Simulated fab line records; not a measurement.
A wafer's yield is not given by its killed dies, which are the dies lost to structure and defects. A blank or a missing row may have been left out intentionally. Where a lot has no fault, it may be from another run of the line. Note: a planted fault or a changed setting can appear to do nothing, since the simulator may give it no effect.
fab line records ; flow n5-finfet
record lots=7; wafers=39
route steps=1938 shown PMOS_HMC_CHANNEL_EPI@64 FIN_SAQP@96 SD_EPI_P@321 BEOL_M0_SAQP@663 BEOL_M2@882 BEOL_M4@1070 BEOL_M6@1251 BEOL_M8@1348 BEOL_M9@1459 BEOL_M13@1696 BEOL_M15@1809 TV_OPEN@1887 PASSIVATION@1936
start-h: hours from the record's first day to the start of the lot's first wafer shown ; wait-h: time in hours since the lot's previous step ; " same as the row above ; L1.1+2: a row that stands for several wafers ; - no value present, or no start provided ; * or withheld: withheld ; < > ~ a bound
route shown NAME@n: names a module that has steps shown in the file, with the first one's number in the route ; usual: mean/standard deviation taken from wafers without a fault ; same: alike in all rows ; chamber/n: place in a boat ; sites: each site's reading ; _std_site: standard deviation across them ; _edge_site: the outer-site mean with the inner-site mean subtracted ; radius-mm: for every site, how far away it sits from the centre of the wafer ; mask NAME#n: copy n ; behind: tool/chamber where the wafer was last shaped ; hold: the reason the lot was held/the length of the hold in hours/how it ended ; device: the n, p or np transistor that did not switch ; end of line: the route-end tests of the same wafers ; a step with no rows: only its recipe ; killed: dies lost to structure and defects at the first sort, not the wafer's yield ; map: the dies of a wafer, with x for killed, . for not killed, _ for no die there
set.NAME: the run value of the setting; set.NAME@STEP: its run value at that earlier step ; model.NAME: the simulator's own value behind a step, which no gauge read
one table per step and one row per wafer, for lots whose settings were changed on purpose
## steps
# step N5_PMOS_HMC_CHANNEL_EPI_DEVELOP_08
# recipe develop-time-s=30; developer=TMAH; resist=CAR-ArF-block; dev-temp-c=23; rinse-liquid=diw; dry=air-spin
# step N5_FIN_SAQP_HM_DEP_03
# recipe material=SiNx; target-thk-a=380; temp-c=400; precursor=SiH4/NH3/N2; pressure-torr=1.5; rf-w=300; time-s=33.6
# step N5_SD_EPI_P_EPI_21
# recipe material=SiGe:B; dopant=B; temp-c=550; pressure-torr=20; ambient=H2; time-s=355
# step N5_BEOL_M0_SAQP_SPACER1_ALD_98
# recipe material=SiO2; target-thk-a=128; temp-c=300; ald-precursor-family=BDEAS; ald-co-reactant=O2-plasma; pulse-time-s=1; purge-time-s=2; co-reactant-purge-time-s=2; ald-cycles=138; pressure-torr=2
# step N5_BEOL_M2_ALD_98
# recipe material=SiO2; target-thk-a=25; temp-c=100; ald-precursor-family=BDEAS; ald-co-reactant=O2-plasma; pulse-time-s=1; co-reactant-pulse-time-s=1; purge-time-s=2; co-reactant-purge-time-s=2; ald-cycles=17; pressure-torr=2
# step N5_BEOL_M4_TRENCH_ETCH_37
# recipe chemistry=C4F6/O2; target-depth-a=555.55; target=SiOC; time-s=29.2; ion-energy-ev=250; pressure-mtorr=30; source-w=355; bias-w=185; Ar_flow_sccm=300; C4F6_flow_sccm=10; O2_flow_sccm=10
# step N5_BEOL_M6_ALD_77
# recipe material=TaN; target-thk-a=20; temp-c=275; ald-precursor-family=PDMAT; ald-co-reactant=NH3; pressure-torr=3; carrier-flow-sccm=1500; pulse-time-s=2; purge-time-s=3; co-reactant-purge-time-s=2; co-reactant-pulse-time-s=3; ald-cycles=40; precursor-vessel-temp-c=75; precursor-vessel-pressure-torr=26.25; precursor-vessel-carrier-sccm=1000
# step N5_BEOL_M8_DESCUM_16
# recipe chemistry=O2; time-s=7.9; source-power-w=50; bias-power-w=20; pressure-mtorr=20; rf-frequency-hz=2.712e+07; temp-c=40; resist=CAR-ArF; o2-flow-sccm=225
# step N5_BEOL_M9_SURFACE_TREAT_79
# recipe gas=Ar; time-s=*; ion-energy-ev=*; ion-current-ma-cm2=0.5; pressure-mtorr=*; ar-flow-sccm=30
# step N5_BEOL_M13_TRENCH_ETCH_34
# recipe chemistry=C4F8/O2/Ar; target=SiOC; target-depth-a=4134.7; mask-material=SOC; pressure-mtorr=30; source-w=3000; bias-w=700; Ar_flow_sccm=400; C4F8_flow_sccm=15; O2_flow_sccm=8; he-inner-torr=15; he-outer-torr=30; time-s=162.6; ion-energy-ev=250
# step N5_BEOL_M15_TRENCH_ETCH_34
# recipe chemistry=C4F8/O2/Ar; target=SiO2; target-depth-a=8729.3; he-inner-torr=15; he-outer-torr=30; time-s=199; ion-energy-ev=800; pressure-mtorr=20; source-w=1905; bias-w=2040; Ar_flow_sccm=400; C4F8_flow_sccm=16; O2_flow_sccm=12
# step N5_PASSIVATION_PASS_ETCH_74
# recipe chemistry=CF4/O2; target=SiNx; target-depth-a=2200; time-s=110; ion-energy-ev=100; pressure-mtorr=40; source-w=535; bias-w=49; Ar_flow_sccm=100; cf4-flow-sccm=100; O2_flow_sccm=10
# step N5_PASSIVATION_PROBE_49
# usual killed_at_M0_to_M3=35/11; killed-dies=103/17; killed-on-rim=13/3.5; sort_bin_5_function=5.1/0.89
lot.wafer;tool;chamber;start-h;wait-h;set.develop-time-s@PMOS_HMC_CHANNEL_EPI_DEVELOP_08;set.time-s@FIN_SAQP_HM_DEP_03;set.time-s@SD_EPI_P_EPI_21;set.ald-cycles@BEOL_M0_SAQP_SPACER1_ALD_98;set.ald-cycles@BEOL_M2_ALD_98;set.target-depth-a@BEOL_M4_TRENCH_ETCH_37;set.ald-cycles@BEOL_M6_ALD_77;set.time-s@BEOL_M8_DESCUM_16;set.time-s@BEOL_M9_SURFACE_TREAT_79;set.target-depth-a@BEOL_M13_TRENCH_ETCH_34;set.target-depth-a@BEOL_M15_TRENCH_ETCH_34;set.target-depth-a@PASSIVATION_PASS_ETCH_74;killed_at_M0_to_M3;killed-dies;killed-on-rim;sort_bin_5_function[%]
L075.1;prober-02;-;293.29;0.0;30;33.6;355;138;17;764;40;7.9;*;5527;8729.3;1694;45;109;15;5.9
L075.2;prober-02;-;293.34;0.1;30;50.91;182;138;17;555.55;61;7.9;*;5527;8729.3;1694;37;103;21;5.0
L075.3;prober-02;-;293.39;0.1;30;50.91;182;138;17;764;40;7.9;*;4134.7;6979;1694;33;113;17;5.3
L075.4;prober-02;-;293.44;0.2;24.36;33.6;182;138;17;764;61;7.9;*;5527;6979;2200;28;116;9;6.4
L075.5;prober-02;-;293.49;0.2;24.36;33.6;355;138;17;555.55;61;7.9;*;4134.7;6979;2200;44;135;21;5.9
L075.6;prober-02;-;293.54;0.3;24.36;50.91;355;138;17;555.55;40;7.9;*;4134.7;8729.3;2200;50;126;16;6.8
L080.1;prober-02;-;325.54;0.0;30;33.6;355;179;8;555.55;40;7.9;*;4134.7;3656;2200;1113;1180;152;96.4
L080.2;prober-02;-;325.59;0.1;40.05;33.6;507.4;138;8;555.55;40;4.83;*;4134.7;8729.3;1254;39;465;23;35.1
L080.3;prober-02;-;325.64;0.1;30;19.64;507.4;138;8;555.55;34;4.83;*;5338;3656;1254;39;878;90;28.6
L080.4;prober-02;-;325.69;0.2;40.05;33.6;355;138;17;555.55;40;7.9;*;5338;8729.3;2200;80;152;20;7.4
L080.5;prober-02;-;325.74;0.2;30;19.64;507.4;179;17;555.55;34;4.83;*;4134.7;3656;2200;1117;1180;152;97.1
L080.6;prober-02;-;325.79;0.3;40.05;19.64;355;179;17;555.55;34;7.9;*;5338;8729.3;1254;1115;1180;152;96.1
L082.1;prober-02;-;330.01;0.0;30;33.6;496.9;138;17;378.5;40;7.9;*;4134.7;8729.3;2200;27;115;16;3.7
L082.2;prober-02;-;330.06;0.1;30;33.6;496.9;170;17;555.55;40;7.9;*;4134.7;12380;2200;1113;1180;152;96.4
L082.3;prober-02;-;330.11;0.1;30;38.7;355;138;17;555.55;40;5.159;*;4134.7;12380;2200;32;83;14;3.6
L082.4;prober-02;-;330.16;0.2;30;38.7;355;138;17;378.5;40;5.159;*;4134.7;12380;2200;30;121;19;5.1
L082.5;prober-02;-;330.21;0.2;30;38.7;496.9;170;17;378.5;40;5.159;*;4134.7;8729.3;2200;1137;1180;152;97.5
L082.6;prober-02;-;330.26;0.3;30;33.6;355;170;17;555.55;40;7.9;*;4134.7;8729.3;2200;1112;1180;152;97.4
L081.1;prober-02;-;334.67;0.0;35.35;33.6;216.2;138;24;555.55;40;5.205;*;4134.7;8729.3;2200;36;106;11;5.2
L081.2;prober-02;-;334.72;0.1;35.35;41.14;355;138;24;354.5;56;7.9;*;3159;11260;2200;35;585;89;4.5
L081.3;prober-02;-;334.77;0.1;30;33.6;355;138;17;555.55;40;5.205;*;3159;11260;2200;28;88;10;3.7
L081.4;prober-02;-;334.82;0.2;30;41.14;216.2;138;17;555.55;56;7.9;*;3159;8729.3;2200;19;93;15;4.8
L081.5;prober-02;-;334.87;0.2;30;33.6;355;138;24;354.5;40;7.9;*;4134.7;11260;2200;29;1017;125;83.2
L081.6;prober-02;-;334.92;0.3;35.35;41.14;216.2;138;17;354.5;56;5.205;*;4134.7;8729.3;2200;26;430;65;4.5
L087.4;prober-02;-;353.27;0.2;30;33.6;355;138;17;555.55;40;7.9;*;4134.7;8729.3;2200;41;114;15;6.7
L087.5;prober-02;-;353.32;0.2;30;33.6;355;138;17;555.55;40;7.9;*;4134.7;8729.3;2200;23;107;14;5.8
L087.6;prober-02;-;353.37;0.3;30;33.6;355;138;17;555.55;40;7.9;*;4134.7;8729.3;2200;45;144;12;5.8
L091.1;prober-01;-;395.17;0.7;39.45;43;355;138;17;555.55;32;6.056;*;4134.7;12990;2200;31;87;13;3.6
L091.2;prober-01;-;395.22;0.8;39.45;43;208;138;17;555.55;32;7.9;*;4134.7;8729.3;2200;40;120;11;5.2
L091.3;prober-01;-;395.27;0.8;30;33.6;355;138;17;555.55;40;7.9;*;4134.7;12990;2200;37;110;9;5.3
L091.4;prober-01;-;395.32;0.9;39.45;33.6;208;138;17;347.2;40;6.056;*;4134.7;8729.3;2200;38;292;40;4.7
L091.5;prober-01;-;395.37;0.9;30;33.6;355;138;17;347.2;32;6.056;*;4134.7;8729.3;2200;50;277;23;5.7
L091.6;prober-01;-;395.42;1.0;30;43;208;138;17;347.2;40;7.9;*;4134.7;12990;2200;45;216;32;5.3
L096.1;prober-02;-;438.55;0.0;13.5;26.4;355;138;17;555.55;40;11.14;*;5462;4792;1091;33;1027;116;82.8
L096.2;prober-02;-;438.60;0.1;30;26.4;562.8;171;17;354.8;40;7.9;*;4134.7;8729.3;1091;1127;1180;152;98.1
L096.3;prober-02;-;438.65;0.1;13.5;33.6;355;171;12;555.55;64;11.14;*;5462;4792;2200;1108;1180;152;96.4
L096.4;prober-02;-;438.70;0.2;30;26.4;355;171;12;354.8;64;7.9;*;5462;8729.3;2200;1123;1180;152;96.0
L096.5;prober-02;-;438.75;0.2;30;33.6;562.8;138;12;555.55;40;7.9;*;4134.7;4792;1091;21;1012;88;81.4
L096.6;prober-02;-;438.80;0.3;13.5;33.6;562.8;138;17;354.8;64;11.14;*;4134.7;8729.3;2200;35;280;30;5.2
# killed by level:class
L075.1 BEOL_M0_SAQP:geometric-particle:open=18 MOL_CONTACT_COAG:geometric-particle:open=14 BEOL_M0_SAQP:geometric-particle:short=13 FIN_SAQP:geometric-particle:open=12 BEOL_M4:geometric-particle:open=7 FIN_SAQP:geometric-particle:short=5 BEOL_M2:geometric-particle:open=5 STI_FIN_REVEAL:geometric-particle:open=4
L075.2 FIN_SAQP:geometric-particle:open=12 STI_FIN_REVEAL:geometric-particle:open=10 MOL_CONTACT_COAG:geometric-particle:open=7 BEOL_M0_SAQP:geometric-particle:short=7 HKMG_FIN:area-etch=7 GATE_CUT:geometric-particle:open=6 BEOL_M0_SAQP:geometric-particle:open=6 BEOL_M2:geometric-particle:open=6
L075.3 MOL_CONTACT_COAG:geometric-particle:open=19 BEOL_M1:geometric-particle:short=12 MOL_CONTACT_COAG:geometric-particle:short=8 GATE_CUT:geometric-particle:short=6 BEOL_M0_SAQP:geometric-particle:short=6 BEOL_M1:geometric-particle:open=5 HKMG_FIN:area-etch=5 STI_FIN_REVEAL:geometric-particle:open=4
L075.4 FIN_SAQP:geometric-particle:open=21 BEOL_M4:geometric-particle:open=15 BEOL_M0_SAQP:geometric-particle:short=14 MOL_CONTACT_COAG:geometric-particle:open=12 FIN_SAQP:geometric-particle:short=8 STI_FIN_REVEAL:geometric-particle:open=7 BEOL_M2:geometric-particle:open=5 DUMMY_GATE:geometric-particle:open=3
L075.5 MOL_CONTACT_COAG:geometric-particle:open=19 BEOL_M0_SAQP:geometric-particle:open=19 BEOL_M0_SAQP:geometric-particle:short=15 FIN_SAQP:geometric-particle:open=11 STI_FIN_REVEAL:geometric-particle:open=11 HKMG_FIN:area-etch=7 GATE_CUT:geometric-particle:short=6 FIN_SAQP:geometric-particle:short=5
L075.6 STI_FIN_REVEAL:geometric-particle:open=14 BEOL_M0_SAQP:geometric-particle:open=14 BEOL_M0_SAQP:geometric-particle:short=11 FIN_SAQP:geometric-particle:open=10 MOL_CONTACT_COAG:geometric-particle:open=10 BEOL_M4:geometric-particle:open=10 BEOL_M3:geometric-particle:open=8 BEOL_M2:geometric-particle:open=6
L080.1 BEOL_M0_SAQP:area-ald=1089 BEOL_M3:geometric-particle:open=10 FIN_SAQP:geometric-particle:short=9 GATE_CUT:geometric-particle:open=6 BEOL_M2:geometric-particle:open=6 BEOL_M4:geometric-particle:open=6 BEOL_M5:geometric-particle:open=4 DUMMY_GATE:geometric-particle:open=3
L080.2 TV_OPEN:area-etch=352 FIN_SAQP:geometric-particle:short=10 BEOL_M0_SAQP:geometric-particle:open=9 FIN_SAQP:geometric-particle:open=7 GATE_CUT:geometric-particle:short=6 MOL_CONTACT_COAG:geometric-particle:open=6 BEOL_M0_SAQP:geometric-particle:short=6 BEOL_M2:geometric-particle:open=6
L080.3 BEOL_M15:area-ecd=498 TV_OPEN:area-etch=277 BEOL_M0_SAQP:geometric-particle:open=13 FIN_SAQP:geometric-particle:short=9 BEOL_M1:geometric-particle:open=8 FIN_SAQP:geometric-particle:open=7 BEOL_M0_SAQP:geometric-particle:short=7 STARTING-WAFER:geometric-particle:open=5
L080.4 BEOL_M2:geometric-particle:open=27 BEOL_M0_SAQP:geometric-particle:open=14 FIN_SAQP:geometric-particle:short=12 BEOL_M0_SAQP:geometric-particle:short=11 MOL_CONTACT_COAG:geometric-particle:open=9 BEOL_M1:geometric-particle:open=9 STI_FIN_REVEAL:geometric-particle:open=6 BEOL_M2:geometric-particle:short=6
L080.5 BEOL_M0_SAQP:area-ald=1095 GATE_CUT:geometric-particle:short=8 GATE_CUT:geometric-particle:open=7 BEOL_M0_SAQP:geometric-particle:short=7 MOL_CONTACT_COAG:geometric-particle:open=6 FIN_SAQP:geometric-particle:open=5 BEOL_M2:geometric-particle:open=5 BEOL_M0_SAQP:geometric-particle:open=4
L080.6 BEOL_M0_SAQP:area-ald=1073 BEOL_M0_SAQP:geometric-particle:short=11 FIN_SAQP:geometric-particle:short=8 BEOL_M0_SAQP:geometric-particle:open=8 BEOL_M1:geometric-particle:open=8 BEOL_M2:geometric-particle:open=8 BEOL_M5:geometric-particle:open=7 STARTING-WAFER:geometric-particle:open=6
L082.1 BEOL_M4:area-ecd=35 MOL_CONTACT_COAG:geometric-particle:open=13 BEOL_M3:geometric-particle:open=9 FIN_SAQP:geometric-particle:open=7 BEOL_M2:geometric-particle:open=6 BEOL_M1:geometric-particle:open=4 FIN_SAQP:geometric-particle:short=3 BEOL_M0_SAQP:geometric-particle:open=3
L082.2 BEOL_M0_SAQP:area-ald=1096 FIN_SAQP:geometric-particle:open=11 MOL_CONTACT_COAG:geometric-particle:open=11 GATE_CUT:geometric-particle:short=6 BEOL_M2:geometric-particle:open=5 BEOL_M5:geometric-particle:open=5 FIN_SAQP:geometric-particle:short=4 DUMMY_GATE:geometric-particle:open=4
L082.3 FIN_SAQP:geometric-particle:open=11 BEOL_M3:geometric-particle:open=11 BEOL_M4:geometric-particle:open=8 BEOL_M0_SAQP:geometric-particle:open=7 BEOL_M2:geometric-particle:open=6 GATE_CUT:geometric-particle:short=5 BEOL_M1:geometric-particle:open=5 FIN_SAQP:geometric-particle:short=4
L082.4 BEOL_M4:area-ecd=22 MOL_CONTACT_COAG:geometric-particle:open=17 BEOL_M3:geometric-particle:open=12 DUMMY_GATE:geometric-particle:open=7 FIN_SAQP:geometric-particle:short=6 BEOL_M2:geometric-particle:open=5 FIN_SAQP:geometric-particle:open=4 GATE_CUT:geometric-particle:short=4
L082.5 BEOL_M0_SAQP:area-ald=1104 BEOL_M0_SAQP:geometric-particle:short=9 BEOL_M0_SAQP:geometric-particle:open=7 BEOL_M4:geometric-particle:open=6 BEOL_M1:geometric-particle:open=5 FIN_SAQP:geometric-particle:short=4 BEOL_M4:geometric-particle:short=4 MOL_CONTACT_COAG:geometric-particle:open=4
L082.6 BEOL_M0_SAQP:area-ald=1081 FIN_SAQP:geometric-particle:short=12 FIN_SAQP:geometric-particle:open=11 BEOL_M3:geometric-particle:open=10 BEOL_M0_SAQP:geometric-particle:open=9 BEOL_M4:geometric-particle:open=9 MOL_CONTACT_COAG:geometric-particle:open=6 GATE_CUT:geometric-particle:short=4
L081.1 MOL_CONTACT_COAG:geometric-particle:open=13 BEOL_M2:geometric-particle:open=13 STI_FIN_REVEAL:geometric-particle:open=8 FIN_SAQP:geometric-particle:open=6 BEOL_M1:geometric-particle:open=6 BEOL_M4:geometric-particle:open=6 BEOL_M0_SAQP:geometric-particle:short=5 BEOL_M4:geometric-particle:short=5
L081.2 BEOL_M4:area-ecd=492 BEOL_M1:geometric-particle:open=12 MOL_CONTACT_COAG:geometric-particle:open=7 STI_FIN_REVEAL:geometric-particle:open=6 DUMMY_GATE:geometric-particle:open=5 GATE_CUT:geometric-particle:open=5 BEOL_M3:geometric-particle:open=5 BEOL_M0_SAQP:geometric-particle:short=4
L081.3 BEOL_M1:geometric-particle:open=11 MOL_CONTACT_COAG:geometric-particle:open=8 BEOL_M2:geometric-particle:open=8 BEOL_M4:geometric-particle:open=6 FIN_SAQP:geometric-particle:short=4 FIN_SAQP:geometric-particle:open=4 STARTING-WAFER:geometric-particle:short=4 DUMMY_GATE:geometric-particle:open=4
L081.4 STI_FIN_REVEAL:geometric-particle:open=12 FIN_SAQP:geometric-particle:open=9 BEOL_M4:geometric-particle:open=9 MOL_CONTACT_COAG:geometric-particle:open=7 MOL_CONTACT_COAG:geometric-particle:short=5 BEOL_M3:geometric-particle:open=4 FIN_SAQP:geometric-particle:short=3 BEOL_M0_SAQP:geometric-particle:short=3
L081.5 BEOL_M4:area-ecd=923 MOL_CONTACT_COAG:geometric-particle:open=11 BEOL_M2:geometric-particle:open=7 FIN_SAQP:geometric-particle:open=6 BEOL_M1:geometric-particle:open=5 BEOL_M3:geometric-particle:open=5 BEOL_M4:geometric-particle:open=5 BEOL_M0_SAQP:geometric-particle:open=4
L081.6 BEOL_M4:area-ecd=345 BEOL_M4:geometric-particle:open=9 MOL_CONTACT_COAG:geometric-particle:open=7 BEOL_M1:geometric-particle:open=7 BEOL_M0:geometric-particle:open=6 BEOL_M2:geometric-particle:open=5 STARTING-WAFER:geometric-particle:open=5 BEOL_M4:geometric-particle:short=4
L087.4 MOL_CONTACT_COAG:geometric-particle:open=16 STI_FIN_REVEAL:geometric-particle:open=12 BEOL_M1:geometric-particle:open=12 BEOL_M2:geometric-particle:open=11 FIN_SAQP:geometric-particle:short=6 MIM_TOP:geometric-particle:open=5 GATE_CUT:geometric-particle:short=4 BEOL_M0_SAQP:geometric-particle:open=4
L087.5 MOL_CONTACT_COAG:geometric-particle:open=18 DUMMY_GATE:geometric-particle:open=9 MIM_TOP_ETCH:geometric-particle:open=6 GATE_CUT:geometric-particle:short=5 STARTING-WAFER:geometric-particle:short=5 BEOL_M2:geometric-particle:open=5 FIN_SAQP:geometric-particle:short=4 MOL_CONTACT_COAG:geometric-particle:short=4
L087.6 MOL_CONTACT_COAG:geometric-particle:open=12 STI_FIN_REVEAL:geometric-particle:open=10 MIM_TOP_ETCH:geometric-particle:open=10 BEOL_M1:geometric-particle:open=9 BEOL_M0_SAQP:geometric-particle:short=9 BEOL_M0_SAQP:geometric-particle:open=9 MIM_TOP_ETCH:geometric-particle:short=8 BEOL_M3:geometric-particle:open=8
L091.1 MOL_CONTACT_COAG:geometric-particle:open=10 BEOL_M3:geometric-particle:open=10 BEOL_M4:geometric-particle:open=8 STI_FIN_REVEAL:geometric-particle:open=6 BEOL_M0_SAQP:geometric-particle:short=5 BEOL_M0:geometric-particle:open=5 FIN_SAQP:geometric-particle:open=4 FIN_SAQP:geometric-particle:short=4
L091.2 BEOL_M3:geometric-particle:open=14 STI_FIN_REVEAL:geometric-particle:open=13 BEOL_M4:geometric-particle:open=11 BEOL_M0_SAQP:geometric-particle:short=9 MOL_CONTACT_COAG:geometric-particle:open=7 BEOL_M1:geometric-particle:open=7 FIN_SAQP:geometric-particle:short=5 STI_FIN_REVEAL:geometric-particle:short=5
L091.3 STI_FIN_REVEAL:geometric-particle:open=12 FIN_SAQP:geometric-particle:short=10 BEOL_M3:geometric-particle:open=9 BEOL_M0_SAQP:geometric-particle:short=9 FIN_SAQP:geometric-particle:open=8 GATE_CUT:geometric-particle:short=8 STI_FIN_REVEAL:geometric-particle:short=7 BEOL_M0_SAQP:geometric-particle:open=7
L091.4 BEOL_M4:area-ecd=193 BEOL_M1:geometric-particle:open=11 BEOL_M4:geometric-particle:open=9 STI_FIN_REVEAL:geometric-particle:open=7 GATE_CUT:geometric-particle:short=7 MOL_CONTACT_COAG:geometric-particle:open=7 BEOL_M0_SAQP:geometric-particle:open=6 FIN_SAQP:geometric-particle:open=5
L091.5 BEOL_M4:area-ecd=166 MOL_CONTACT_COAG:geometric-particle:open=15 BEOL_M1:geometric-particle:open=11 BEOL_M0_SAQP:geometric-particle:open=9 GATE_CUT:geometric-particle:short=8 BEOL_M0_SAQP:geometric-particle:short=8 BEOL_M0:geometric-particle:open=7 BEOL_M1:geometric-particle:short=6
L091.6 BEOL_M4:area-ecd=91 FIN_SAQP:geometric-particle:short=14 MOL_CONTACT_COAG:geometric-particle:open=12 BEOL_M1:geometric-particle:open=9 BEOL_M4:geometric-particle:open=9 BEOL_M0:geometric-particle:open=7 BEOL_M1:geometric-particle:short=7 BEOL_M0_SAQP:geometric-particle:short=6
L096.1 TV_OPEN:area-etch=922 BEOL_M0_SAQP:geometric-particle:short=12 DUMMY_GATE:geometric-particle:open=11 FIN_SAQP:geometric-particle:open=7 STI_FIN_REVEAL:geometric-particle:open=7 BEOL_M4:geometric-particle:open=7 BEOL_M15:area-ecd=6 MOL_CONTACT_COAG:geometric-particle:open=5
L096.2 BEOL_M0_SAQP:area-ald=1109 BEOL_M4:geometric-particle:open=6 BEOL_M5:geometric-particle:open=6 FIN_SAQP:geometric-particle:short=5 BEOL_M1:geometric-particle:open=5 DUMMY_GATE:geometric-particle:open=4 MOL_CONTACT_COAG:geometric-particle:short=4 BEOL_M0:geometric-particle:open=4
L096.3 BEOL_M0_SAQP:area-ald=1075 STI_FIN_REVEAL:geometric-particle:open=19 BEOL_M2:geometric-particle:open=13 FIN_SAQP:geometric-particle:open=7 BEOL_M3:geometric-particle:open=7 BEOL_M5:geometric-particle:open=7 DUMMY_GATE:geometric-particle:open=5 MOL_CONTACT_COAG:geometric-particle:open=5
L096.4 BEOL_M0_SAQP:area-ald=1090 FIN_SAQP:geometric-particle:short=8 BEOL_M0_SAQP:geometric-particle:open=8 BEOL_M2:geometric-particle:open=8 STI_FIN_REVEAL:geometric-particle:open=7 BEOL_M0_SAQP:geometric-particle:short=7 FIN_SAQP:geometric-particle:open=6 DUMMY_GATE:geometric-particle:open=5
L096.5 TV_OPEN:area-etch=890 STI_FIN_REVEAL:geometric-particle:open=18 BEOL_M15:area-ecd=15 MOL_CONTACT_COAG:geometric-particle:open=13 FIN_SAQP:geometric-particle:short=8 BEOL_M4:geometric-particle:open=7 BEOL_M2:geometric-particle:open=6 BEOL_M5:geometric-particle:open=6
L096.6 BEOL_M4:area-ecd=178 STI_FIN_REVEAL:geometric-particle:open=14 BEOL_M2:geometric-particle:open=12 BEOL_M0_SAQP:geometric-particle:open=10 BEOL_M5:geometric-particle:open=8 BEOL_M0_SAQP:geometric-particle:short=7 FIN_SAQP:geometric-particle:open=5 DUMMY_GATE:geometric-particle:open=5
## key
split step=N5_PMOS_HMC_CHANNEL_EPI_DEVELOP_08; setting=develop-time-s; stated-as=30
response none clear
split step=N5_FIN_SAQP_HM_DEP_03; setting=time-s; stated-as=33.6
response none clear
split step=N5_SD_EPI_P_EPI_21; setting=time-s; stated-as=355
response none clear
split step=N5_BEOL_M0_SAQP_SPACER1_ALD_98; setting=ald-cycles; stated-as=138
response step=N5_PASSIVATION_PROBE_49; reading=killed_at_M0_to_M3; slope=+41.9; per=1%; together-with=all; explained=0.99
response step=N5_PASSIVATION_PROBE_49; reading=killed-on-rim; slope=+4.34; per=1%; together-with=all; explained=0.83
response step=N5_PASSIVATION_PROBE_49; reading=sort_bin_5_function; slope=+2.85; per=1%; together-with=all; explained=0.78
response step=N5_PASSIVATION_PROBE_49; reading=killed-dies; slope=+30.5; per=1%; together-with=all; explained=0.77
split step=N5_BEOL_M2_ALD_98; setting=ald-cycles; stated-as=17
response none clear
split step=N5_BEOL_M4_TRENCH_ETCH_37; setting=target-depth-a; stated-as=555.55
response none clear
split step=N5_BEOL_M6_ALD_77; setting=ald-cycles; stated-as=40
response none clear
split step=N5_BEOL_M8_DESCUM_16; setting=time-s; stated-as=7.9
response none clear
split step=N5_BEOL_M9_SURFACE_TREAT_79; setting=time-s; stated-as=*
response none clear
split step=N5_BEOL_M13_TRENCH_ETCH_34; setting=target-depth-a; stated-as=4134.7
response none clear
split step=N5_BEOL_M15_TRENCH_ETCH_34; setting=target-depth-a; stated-as=8729.3
response none clear
split step=N5_PASSIVATION_PASS_ETCH_74; setting=target-depth-a; stated-as=2200
response none clear
